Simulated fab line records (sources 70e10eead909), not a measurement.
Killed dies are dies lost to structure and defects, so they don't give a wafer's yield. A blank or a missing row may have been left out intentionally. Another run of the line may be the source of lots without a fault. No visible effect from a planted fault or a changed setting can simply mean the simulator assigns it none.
fab line records + flow nand-harc
record
- lots=6
- wafers=18
- last-day=34
route steps=1302 shown P_M1@306 P_M2@318 END@1302
lots with no fault: from the same line, run without faults
start-h: the number of hours between the record's first day and the start of the first shown wafer of the lot + wait-h: time in hours since the lot's previous step + " unchanged from the row above + L1.1+2: several wafers, shown together as one row + - no value, or no start given + * or withheld: withheld + < > ~ a bound
route shown NAME@n: a module of which the file shows steps, and the number in the route of the first + usual: average and standard deviation across the fault-free wafers + same: alike in all rows + chamber/n: place in a boat + sites: readings site by site + _std_site: the standard deviation of these + _edge_site: outer sites' mean less inner sites' + radius-mm: for every site, how far away it sits from the centre of the wafer + mask NAME#n: copy n + behind: tool/chamber where the wafer was last shaped + hold: the reason the lot was held/the length of the hold in hours/how it ended + device: which transistor (n, p or np) failed to switch + end of line: the route-end tests of the same wafers + a step with no rows: only its recipe + killed: dies that structure and defects cost at the first sort, which is not the same as the wafer's yield + map: dies across one wafer; x = killed, . = not, _ = none there
set.NAME: the run value of the setting; set.NAME@STEP: its run value at that earlier step + model.NAME: the simulator's own value behind a step, which no gauge read
lots at selected steps of the route; one table per step, one row per wafer
services: the hour from which a tool's chamber was out of use, counted from the record's first day as start-h (under 0 if before that day), plus the number of hours and why
## steps
# step NHARC_P_M1_PRE_CLEAN_30
# recipe
- time-s=30
- temp-c=280
- gas=H2/He
# usual
- heater-power-w=412/52
| lot.wafer | tool           | chamber | start-h | wait-h | heater-power-w |
|-----------|----------------|---------|---------|--------|----------------|
| L456.3    | pvd-sputter-01 | -       | -       | -      | 325            |
| L456.4    | "              | -       | "       | "      | 444            |
| L456.5    | "              | -       | "       | "      | 334            |
| L462.3    | pvd-sputter-01 | -       | -       | -      | 335            |
| L462.4    | "              | -       | "       | "      | 520            |
| L462.6    | "              | -       | "       | "      | 410            |
| L466.4    | pvd-sputter-03 | -       | -       | -      | 450            |
| L466.3    | "              | -       | "       | "      | 396            |
| L466.6    | "              | -       | "       | "      | 392            |
| L467.4    | pvd-sputter-02 | -       | -       | -      | 351            |
| L467.2    | "              | -       | "       | "      | 487            |
| L467.5    | "              | -       | "       | "      | 389            |
| L469.2    | pvd-sputter-01 | -       | -       | -      | 434            |
| L469.3    | "              | -       | "       | "      | 329            |
| L469.6    | "              | -       | "       | "      | 450            |
| L472.2    | pvd-sputter-01 | -       | -       | -      | 419            |
| L472.4    | "              | -       | "       | "      | 333            |
| L472.6    | "              | -       | "       | "      | 512            |
# step NHARC_P_M1_PVD_20
# recipe
- target-thk-a=50
- bias-v=168.6
- power-w=15000
- chamber-pressure-pa=0.12
- time-s=8.06
- substrate-temp-c=50
- material=TaN
# usual
- substrate-temp-c=50.02/0.12
- throttle-valve-pct=30.0/0.83
| lot.wafer | tool           | chamber | start-h | wait-h | substrate-temp-c | throttle-valve-pct |
|-----------|----------------|---------|---------|--------|------------------|--------------------|
| L456.4    | pvd-sputter-01 | -       | -       | -      | 49.98            | 30.8               |
| L456.3    | "              | -       | "       | "      | 50.01            | 31.0               |
| L456.5    | "              | -       | "       | "      | 50.07            | 30.9               |
| L462.4    | pvd-sputter-01 | -       | -       | -      | 50.03            | 30.6               |
| L462.3    | "              | -       | "       | "      | 49.89            | 30.9               |
| L462.6    | "              | -       | "       | "      | 50.02            | 31.0               |
| L466.4    | pvd-sputter-03 | -       | -       | -      | 49.89            | 29.5               |
| L466.3    | "              | -       | "       | "      | 49.98            | 30.4               |
| L466.6    | "              | -       | "       | "      | 50.07            | 29.1               |
| L467.2    | pvd-sputter-02 | -       | -       | -      | 50.07            | 30.3               |
| L467.4    | "              | -       | "       | "      | 50.02            | 29.6               |
| L467.5    | "              | -       | "       | "      | 50.01            | 30.8               |
| L469.3    | pvd-sputter-01 | -       | -       | -      | 50.11            | 30.6               |
| L469.2    | "              | -       | "       | "      | 50.08            | 30.1               |
| L469.6    | "              | -       | "       | "      | 49.99            | 30.5               |
| L472.4    | pvd-sputter-01 | -       | -       | -      | 49.91            | 30.0               |
| L472.2    | "              | -       | "       | "      | 49.85            | 30.8               |
| L472.6    | "              | -       | "       | "      | 49.99            | 30.5               |
# step NHARC_P_M1_PVD_21
# recipe
- target-thk-a=300
- chamber-pressure-pa=5
- power-w=5000
- substrate-temp-c=30
- time-s=20.49
- material=Cu
# step NHARC_P_M1_ECD_22
# recipe
- target-thk-a=4000
- bath-temp-c=25
- material=Cu
# step NHARC_P_M1_ANNEAL_31
# recipe
- temp-c=225
- time-s=90
# usual
- anneal-temp-c=225.00/0.17
- wafer_temp_C_max=226.4/0.34
| lot.wafer | tool          | chamber | start-h | wait-h | anneal-temp-c | wafer_temp_C_max |
|-----------|---------------|---------|---------|--------|---------------|------------------|
| L456.3    | rtp-anneal-02 | 0       | 201.21  | 0.3    | 225.04        | 226.2            |
| L456.4    | "             | 0       | "       | "      | 225.04        | 225.6            |
| L456.5    | "             | 0       | "       | "      | 225.19        | 226.1            |
| L462.3    | rtp-anneal-01 | 0       | 272.37  | -      | 225.02        | 226.6            |
| L462.4    | "             | 0       | "       | "      | 225.05        | 226.3            |
| L462.6    | "             | 0       | "       | "      | 225.30        | 226.9            |
| L466.3    | rtp-anneal-01 | 0       | 297.45  | 0.3    | 224.97        | 226.3            |
| L466.4    | "             | 0       | "       | "      | 225.07        | 226.8            |
| L466.6    | "             | 0       | "       | "      | 224.92        | 226.8            |
| L467.2    | rtp-anneal-01 | 0       | 311.07  | -      | 224.90        | 226.5            |
| L467.4    | "             | 0       | "       | "      | 225.29        | 226.2            |
| L467.5    | "             | 0       | "       | "      | 225.18        | 226.4            |
| L469.2    | rtp-anneal-01 | 0       | 330.82  | -      | 224.91        | 226.1            |
| L469.3    | "             | 0       | "       | "      | 224.96        | 226.8            |
| L469.6    | "             | 0       | "       | "      | 225.11        | 226.8            |
| L472.2    | rtp-anneal-02 | 0       | 361.60  | 0.4    | 224.77        | 225.9            |
| L472.4    | "             | 0       | "       | "      | 224.78        | 226.6            |
| L472.6    | "             | 0       | "       | "      | 224.95        | 225.8            |
# step NHARC_P_M1_CMP_23
# recipe
- t-overpolish-s=20
- target-thk-nm=157.82
# step NHARC_P_M1_THK_MEAS_24
# recipe
- thk-meas-gauge=xrf
# usual
- thk-nm=157.6/2
| lot.wafer | tool          | chamber | start-h | wait-h | thk-nm |
|-----------|---------------|---------|---------|--------|--------|
| L456.3    | film-metro-01 | -       | 201.77  | -      | 158.7  |
| L456.4    | "             | -       | "       | "      | 156.2  |
| L456.5    | "             | -       | "       | "      | 155.4  |
| L462.3    | film-metro-02 | -       | 272.93  | -      | 157.4  |
| L462.4    | "             | -       | "       | "      | 156.5  |
| L462.6    | "             | -       | "       | "      | 156.6  |
| L466.3    | film-metro-01 | -       | 298.01  | -      | 157.1  |
| L466.4    | "             | -       | "       | "      | 159.5  |
| L466.6    | "             | -       | "       | "      | 158.3  |
| L467.2    | film-metro-02 | -       | 311.71  | -      | 158.1  |
| L467.4    | "             | -       | "       | "      | 153.9  |
| L467.5    | "             | -       | "       | "      | 158.2  |
| L469.2    | film-metro-02 | -       | 331.42  | -      | 157.3  |
| L469.3    | "             | -       | "       | "      | 157.9  |
| L469.6    | "             | -       | "       | "      | 159.1  |
| L472.2    | film-metro-02 | -       | 362.21  | -      | 159.1  |
| L472.4    | "             | -       | "       | "      | 159.1  |
| L472.6    | "             | -       | "       | "      | 162.1  |
# step NHARC_P_M1_SRD_25
# step NHARC_P_M1_INSPECT_27
# usual
- raw-defect-count=352/180
| lot.wafer | tool              | chamber | start-h | wait-h | raw-defect-count |
|-----------|-------------------|---------|---------|--------|------------------|
| L456.3    | defect-inspect-01 | -       | 201.93  | 0.0    | 289              |
| L456.4    | "                 | -       | "       | "      | 425              |
| L456.5    | "                 | -       | "       | "      | 200              |
| L462.3    | defect-inspect-02 | -       | 273.09  | 0.0    | 509              |
| L462.4    | "                 | -       | "       | "      | 327              |
| L462.6    | "                 | -       | "       | "      | 350              |
| L466.3    | defect-inspect-02 | -       | 298.17  | 0.0    | 515              |
| L466.4    | "                 | -       | "       | "      | 237              |
| L466.6    | "                 | -       | "       | "      | 316              |
| L467.2    | defect-inspect-01 | -       | 311.86  | 0.0    | 583              |
| L467.4    | "                 | -       | "       | "      | 385              |
| L467.5    | "                 | -       | "       | "      | 420              |
| L469.2    | defect-inspect-02 | -       | 331.58  | 0.0    | 186              |
| L469.3    | "                 | -       | "       | "      | 405              |
| L469.6    | "                 | -       | "       | "      | 362              |
| L472.2    | defect-inspect-02 | -       | 362.36  | 0.0    | 351              |
| L472.4    | "                 | -       | "       | "      | 256              |
| L472.6    | "                 | -       | "       | "      | 365              |
# step NHARC_P_M1_PRE_CLEAN_32
# recipe
- time-s=12
- temp-c=370
- rf-power-w=300
- gas=NH3
# usual
- heater-power-w=664/88
| lot.wafer | tool     | chamber | start-h | wait-h | heater-power-w |
|-----------|----------|---------|---------|--------|----------------|
| L456.3    | pecvd-03 | 2       | 202.02  | 0.1    | 764            |
| L456.5    | "        | 0       | "       | "      | 642            |
| L456.4    | "        | 2       | "       | "      | 781            |
| L462.3    | pecvd-02 | 1       | 273.22  | 0.1    | 686            |
| L462.4    | "        | 1       | "       | "      | 707            |
| L462.6    | "        | 2       | "       | "      | 796            |
| L466.3    | pecvd-02 | 0       | 298.35  | 0.2    | 556            |
| L466.6    | "        | 0       | "       | "      | 570            |
| L466.4    | "        | 1       | "       | "      | 702            |
| L467.2    | pecvd-02 | 1       | 311.93  | 0.1    | 663            |
| L467.4    | "        | 2       | "       | "      | 787            |
| L467.5    | "        | 0       | "       | "      | 532            |
| L469.3    | pecvd-03 | 1       | 331.65  | 0.1    | 724            |
| L469.2    | "        | 2       | "       | "      | 719            |
| L469.6    | "        | 2       | "       | "      | 704            |
| L472.2    | pecvd-03 | 2       | 362.43  | 0.1    | 671            |
| L472.6    | "        | 2       | "       | "      | 678            |
| L472.4    | "        | 1       | "       | "      | 684            |
# step NHARC_P_M1_DEP_33
# recipe
- target-thk-a=300
- temp-c=370
- target-thk-nm=30
- pressure-torr=3
- flow-sccm=200
- rf-w=450
- material=SiCN
# usual
- heater-power-w=610/99
| lot.wafer | tool     | chamber | start-h | wait-h | heater-power-w |
|-----------|----------|---------|---------|--------|----------------|
| L456.3    | pecvd-03 | 2       | 202.16  | 0.1    | 633            |
| L456.5    | "        | 0       | "       | "      | 595            |
| L456.4    | "        | 2       | "       | "      | 645            |
| L462.3    | pecvd-02 | 1       | 273.32  | 0.1    | 652            |
| L462.4    | "        | 1       | "       | "      | 633            |
| L462.6    | "        | 2       | "       | "      | 667            |
| L466.3    | pecvd-02 | 0       | 298.45  | 0.1    | 492            |
| L466.6    | "        | 0       | "       | "      | 501            |
| L466.4    | "        | 1       | "       | "      | 682            |
| L467.2    | pecvd-02 | 1       | 312.01  | 0.1    | 603            |
| L467.4    | "        | 2       | "       | "      | 731            |
| L467.5    | "        | 0       | "       | "      | 482            |
| L469.3    | pecvd-03 | 1       | 331.73  | 0.1    | 577            |
| L469.2    | "        | 2       | "       | "      | 699            |
| L469.6    | "        | 2       | "       | "      | 702            |
| L472.2    | pecvd-03 | 2       | 362.51  | 0.1    | 629            |
| L472.6    | "        | 2       | "       | "      | 618            |
| L472.4    | "        | 1       | "       | "      | 675            |
# step NHARC_P_M2_DEP_00
# recipe
- target-thk-a=1825
- target-thk-nm=182.5
- temp-c=withheld
- pressure-torr=5
- flow-sccm=200
- rf-w=600
- material=SiOC
| lot.wafer  | tool     | chamber | start-h | wait-h |
|------------|----------|---------|---------|--------|
| L456.3+5+4 | pecvd-02 | 1,1,2   | 202.48  | -      |
| L462.3+6+4 | pecvd-03 | 1,2,0   | 273.81  | -      |
| L466.3+6+4 | pecvd-02 | 0,2,0   | 298.85  | -      |
| L467.2+4+5 | pecvd-03 | 1,0,1   | 312.51  | -      |
| L469.2+3+6 | pecvd-03 | 0,1,0   | 332.12  | -      |
| L472.2+6+4 | pecvd-04 | 0,0,2   | 362.93  | -      |
# step NHARC_P_M2_DEHYDRATE_01
# recipe
- temp-c=150
- time-s=120
# step NHARC_P_M2_HMDS_02
# recipe
- time-s=30
# step NHARC_P_M2_COAT_34
# recipe
- temp-c=200
- time-s=65
# step NHARC_P_M2_COAT_03
# recipe
- spin-rpm=1500
- resist-thk-nm=90
# step NHARC_P_M2_SOFTBAKE_04
# recipe
- temp-c=105
- time-s=55
# step NHARC_P_M2_EBR_05
# step NHARC_P_M2_EXPOSE_06
# recipe
- na=1.35
- target-cd-nm=170
- dose-mj=80.78
- mask-id=P_M2
# step NHARC_P_M2_PEB_07
# recipe
- peb-temp-c=100
- peb-time-s=65
# step NHARC_P_M2_DEVELOP_08
# recipe
- develop-time-s=35
- dev-temp-c=23
# step NHARC_P_M2_CD_MEAS_09
# recipe
- target-cd-nm=170
- landing-energy-ev=500
# usual
- cd-nm=170.2/0.56
| lot.wafer | tool      | chamber | start-h | wait-h | cd-nm |
|-----------|-----------|---------|---------|--------|-------|
| L456.3    | cd-sem-03 | 0       | 203.20  | -      | 169.6 |
| L456.4    | "         | 0       | "       | "      | 171.2 |
| L456.5    | "         | 0       | "       | "      | 169.9 |
| L462.3    | cd-sem-03 | 0       | 274.56  | -      | 170.3 |
| L462.4    | "         | 0       | "       | "      | 170.8 |
| L462.6    | "         | 0       | "       | "      | 171.1 |
| L466.3    | cd-sem-02 | 0       | 299.64  | -      | 170.7 |
| L466.4    | "         | 0       | "       | "      | 170.8 |
| L466.6    | "         | 0       | "       | "      | 170.8 |
| L467.2    | cd-sem-02 | 0       | 313.26  | -      | 171.1 |
| L467.4    | "         | 0       | "       | "      | 170.4 |
| L467.5    | "         | 0       | "       | "      | 170.1 |
| L469.2    | cd-sem-03 | 0       | 332.83  | -      | 169.6 |
| L469.3    | "         | 0       | "       | "      | 169.7 |
| L469.6    | "         | 0       | "       | "      | 170.3 |
| L472.2    | cd-sem-01 | 0       | 363.76  | -      | 170.0 |
| L472.4    | "         | 0       | "       | "      | 170.6 |
| L472.6    | "         | 0       | "       | "      | 169.1 |
# step NHARC_P_M2_OVL_MEAS_10
# recipe
- pitch-nm=340
# usual
- overlay-x-nm=-0.2/1.1
- overlay-y-nm=0.0/0.93
| lot.wafer | tool       | chamber | start-h | wait-h | overlay-x-nm | overlay-y-nm |
|-----------|------------|---------|---------|--------|--------------|--------------|
| L456.3    | overlay-02 | -       | 203.28  | -      | 0.0          | -0.4         |
| L456.4    | "          | -       | "       | "      | -0.4         | -0.4         |
| L456.5    | "          | -       | "       | "      | -0.4         | -0.9         |
| L462.3    | overlay-01 | -       | 274.64  | -      | -0.2         | -0.5         |
| L462.4    | "          | -       | "       | "      | 0.0          | 0.5          |
| L462.6    | "          | -       | "       | "      | 0.3          | 0.1          |
| L466.3    | overlay-01 | -       | 299.72  | -      | 0.4          | 0.4          |
| L466.4    | "          | -       | "       | "      | 0.3          | -0.2         |
| L466.6    | "          | -       | "       | "      | 0.1          | -0.1         |
| L467.2    | overlay-02 | -       | 313.36  | -      | -0.4         | -0.1         |
| L467.4    | "          | -       | "       | "      | -0.9         | 0.3          |
| L467.5    | "          | -       | "       | "      | -0.7         | 0.0          |
| L469.2    | overlay-01 | -       | 332.92  | -      | 1.3          | -0.8         |
| L469.3    | "          | -       | "       | "      | 1.0          | -1.0         |
| L469.6    | "          | -       | "       | "      | 1.7          | -0.9         |
| L472.2    | overlay-01 | -       | 363.84  | -      | -0.3         | -1.4         |
| L472.4    | "          | -       | "       | "      | -0.3         | -0.6         |
| L472.6    | "          | -       | "       | "      | -0.7         | -1.3         |
# step NHARC_P_M2_INSPECT_11
# usual
- raw-defect-count=5.1/2.8
| lot.wafer | tool              | chamber | start-h | wait-h | raw-defect-count |
|-----------|-------------------|---------|---------|--------|------------------|
| L456.3    | defect-inspect-02 | -       | 203.33  | 0.1    | 3                |
| L456.4    | "                 | -       | "       | "      | 1                |
| L456.5    | "                 | -       | "       | "      | 5                |
| L462.3    | defect-inspect-02 | -       | 274.68  | 0.0    | 3                |
| L462.4    | "                 | -       | "       | "      | 7                |
| L462.6    | "                 | -       | "       | "      | 2                |
| L466.3    | defect-inspect-01 | -       | 299.76  | 0.0    | 4                |
| L466.4    | "                 | -       | "       | "      | 4                |
| L466.6    | "                 | -       | "       | "      | 1                |
| L467.2    | defect-inspect-02 | -       | 313.39  | 0.0    | 1113             |
| L467.4    | "                 | -       | "       | "      | 8                |
| L467.5    | "                 | -       | "       | "      | 1182             |
| L469.2    | defect-inspect-02 | -       | 332.96  | 0.0    | 4                |
| L469.3    | "                 | -       | "       | "      | 1134             |
| L469.6    | "                 | -       | "       | "      | 2                |
| L472.2    | defect-inspect-01 | -       | 363.88  | 0.0    | 8                |
| L472.4    | "                 | -       | "       | "      | 10               |
| L472.6    | "                 | -       | "       | "      | 5                |
# step NHARC_P_M2_DESCUM_14
# recipe
- time-s=3
- o2-flow-sccm=200
- ar-flow-sccm=0
- bias-power-w=0
- chemistry=O2
# step NHARC_END_SORT_01
# recipe
- temp-c=25
# usual
- defect-limited-yield=91/3.1
- killed-at-array=57/21
- killed-at-other=0.9/1.2
- killed-at-periphery=4.2/2.9
- killed-dies=62/21
- killed-open=3.2/1.8
- killed-short=2.4/1.5
# same
- gross-dies=677
| lot.wafer | tool      | chamber | start-h | wait-h | defect-limited-yield[%] | killed-at-array | killed-at-other | killed-at-periphery | killed-dies | killed-open | killed-short |
|-----------|-----------|---------|---------|--------|-------------------------|-----------------|-----------------|---------------------|-------------|-------------|--------------|
| L462.3    | prober-01 | 0       | 699.21  | 3.1    | 95                      | 33              | 0               | 2                   | 35          | 2           | 0            |
| L462.4    | prober-01 | 0       | 700.02  | 3.4    | 94                      | 39              | 0               | 3                   | 42          | 3           | 4            |
| L467.2    | prober-02 | 0       | 749.91  | 2.8    | 77                      | 50              | 1               | 107                 | 158         | 2           | 1            |
| L467.5    | prober-02 | 0       | 752.30  | 3.7    | 75                      | 48              | 1               | 119                 | 168         | 4           | 1            |
| L469.3    | prober-01 | 0       | 763.47  | 3.1    | 76                      | 60              | 0               | 102                 | 162         | 5           | 2            |
# killed by level:class
L462.3 A_CHANNEL_HOLE_D1:chamber-film-flake=10 A_CHANNEL_FILL_D1:chamber-film-flake=9 A_CONTACT:chamber-film-flake=5 A_STAIRCASE:chamber-film-flake=3 P_GATE:chamber-film-flake=2 A_CHANNEL_FILL_D2:chamber-film-flake=2 A_SLIT:chamber-film-flake=2 A_CHANNEL_FILL_D2:geometric-particle:open=1
L462.4 A_SLIT:chamber-film-flake=9 A_CHANNEL_HOLE_D1:chamber-film-flake=6 A_CONTACT:chamber-film-flake=5 A_CHANNEL_FILL_D1:chamber-film-flake=4 A_STAIRCASE:chamber-film-flake=4 A_CHANNEL_FILL_D2:geometric-particle:short=2 P_GATE:chamber-film-flake=2 A_DECK1_JOINT:chamber-film-flake=2
L467.2 P_M2:unspecified=104 A_SLIT:chamber-film-flake=19 A_CHANNEL_HOLE_D1:chamber-film-flake=11 A_CHANNEL_HOLE_D2:chamber-film-flake=11 P_M0:chamber-film-flake=2 A_WL_FILL:chamber-film-flake=2 A_CONTACT:chamber-film-flake=2 A_ONON_D2:geometric-particle:open=1
L467.5 P_M2:unspecified=114 A_SLIT:chamber-film-flake=17 A_CHANNEL_HOLE_D1:chamber-film-flake=13 A_CHANNEL_HOLE_D2:chamber-film-flake=9 P_M0:chamber-film-flake=3 A_CONTACT:chamber-film-flake=2 P_GATE:geometric-particle:open=1 P_M0:geometric-particle:open=1
L469.3 P_M2:unspecified=97 A_CHANNEL_HOLE_D2:chamber-film-flake=25 A_CHANNEL_HOLE_D1:chamber-film-flake=18 A_WL_FILL:chamber-film-flake=6 A_SLIT:chamber-film-flake=5 P_CONTACT:chamber-film-flake=2 P_CONTACT:geometric-particle:open=1 P_M0:geometric-particle:open=1
# map L467.5 (x killed, . not)
____________.____________
_________......._________
_______x.x........_______
______xxx..........______
_____x.xx..........._____
____xxxxx............____
____xxxxxx.....x.....____
___xxxx..xxx..x.......___
___xxx..xxxxxx........___
__.xx.x.xxxxxxx........__
__...xxxxxxxxxxx.......__
_.x...xxxxxxxxx.x......._
_.....xxxxxxxxxxx......._
_......xxxxxxxx........._
_....xxxxxxxxxx..x......_
_...x.xxxxxxxxxx........_
.....xxxxxxxxx...........
......xxxxxxxx...........
.x......xxxxxxx..........
......xxxxxxxx.........x.
..x......xxxxx...........
_.xxx....x.x............_
_x...x.................._
_...xx.................._
_x.xx..................._
_x...x.................._
__.....................__
__x....................__
___...................___
___...................___
____.................____
____.................____
_____..x......x....._____
______x............______
_______..........._______
_________......._________
____________.____________
# map L469.3 (x killed, . not)
____________.____________
_________x......_________
_______xxx........_______
______xxx..........______
_____xxx............_____
____xxx.x............____
____.xxxxx.x.x.......____
___..xxxx.xxxx........___
___.xxx.xxx.xx........___
__..xxx.xxxxx..x.......__
__.....xxxxxxxx........__
_......xxxxxxxx........._
_......xxxxxxxxx........_
_...x..xxxxxxxx........._
_....x.xxxxxxxx........._
_.....xxxxxxxxx........._
......xxxxxxxx...........
......xxxxxxxxxx...x.....
.......xxxxxxxxx.........
....x...xxx.xx...........
..xx.........x...........
_..xx.....x............._
_.xxx..x................_
_..xx.....x......x......_
_..xxx..x.......x......._
_.xx.x.x..x.........x..._
__.....................__
__..x......x...........__
___...................___
___...................___
____.......x.........____
____.................____
_____..............._____
______.............______
_______...x....x.._______
_________......._________
____________.____________
## services
| tool           | chamber | start-h | hours | kind       |
|----------------|---------|---------|-------|------------|
| pecvd-03       | 1       | 178.62  | 7.4   | repair     |
| pecvd-03       | -       | 185.09  | 13.0  | pm         |
| pecvd-03       | 0       | 185.09  | 13.0  | vent-cycle |
| pecvd-03       | 2       | 185.09  | 13.0  | vent-cycle |
| pecvd-03       | 0       | 198.09  | -     | clean      |
| pecvd-03       | 1       | 198.09  | -     | clean      |
| pecvd-03       | 2       | 198.09  | -     | clean      |
| pvd-sputter-01 | -       | 226.00  | 10.0  | pm         |
| pecvd-02       | -       | 227.00  | 13.0  | pm         |
| pecvd-02       | 0       | 227.00  | 13.0  | vent-cycle |
| pecvd-02       | 1       | 227.00  | 13.0  | vent-cycle |
| pecvd-02       | 2       | 227.00  | 13.0  | vent-cycle |
| pecvd-02       | 0       | 240.00  | -     | clean      |
| pvd-sputter-03 | -       | 244.05  | 7.5   | repair     |
| pvd-sputter-03 | -       | 252.58  | 5.7   | repair     |
| pecvd-04       | -       | 269.12  | 13.0  | pm         |
| pvd-sputter-02 | -       | 282.00  | 10.0  | pm         |
| pecvd-04       | -       | 297.92  | 3.2   | repair     |
| pecvd-03       | -       | 341.62  | 1.5   | repair     |
| pvd-sputter-01 | -       | 342.12  | 3.5   | repair     |
| pvd-sputter-03 | -       | 348.03  | 10.0  | pm         |
| pecvd-04       | 1       | 348.25  | 4.9   | repair     |
| pecvd-02       | 0       | 356.47  | 15.9  | repair     |
| pvd-sputter-03 | -       | 360.20  | 8.4   | repair     |
## key
first-sign
- step=NHARC_P_M2_INSPECT_11
- reading=raw-defect-count
- direction=up
- sigmas=99+
- usual=5.1
- struck=1143
effect
- step=NHARC_END_SORT_01
- reading=killed-at-periphery
- direction=up
- sigmas=36
- usual=4.2
- struck=109.3
more-kills-born-at
- NHARC_P_M2_DEP_00@pecvd-03=315
met-at NHARC_P_M2_DEP_00
struck-wafers L467.2,L467.5,L469.3
onset-between 273.81 312.51
fault
- kind=chamber-particle-source
- tool=pecvd-03
- chamber=1
- onset-h=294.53
- steps=NHARC_P_M2_DEP_00
- rate-per-visit-cm2=1.8027
- end-h=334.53
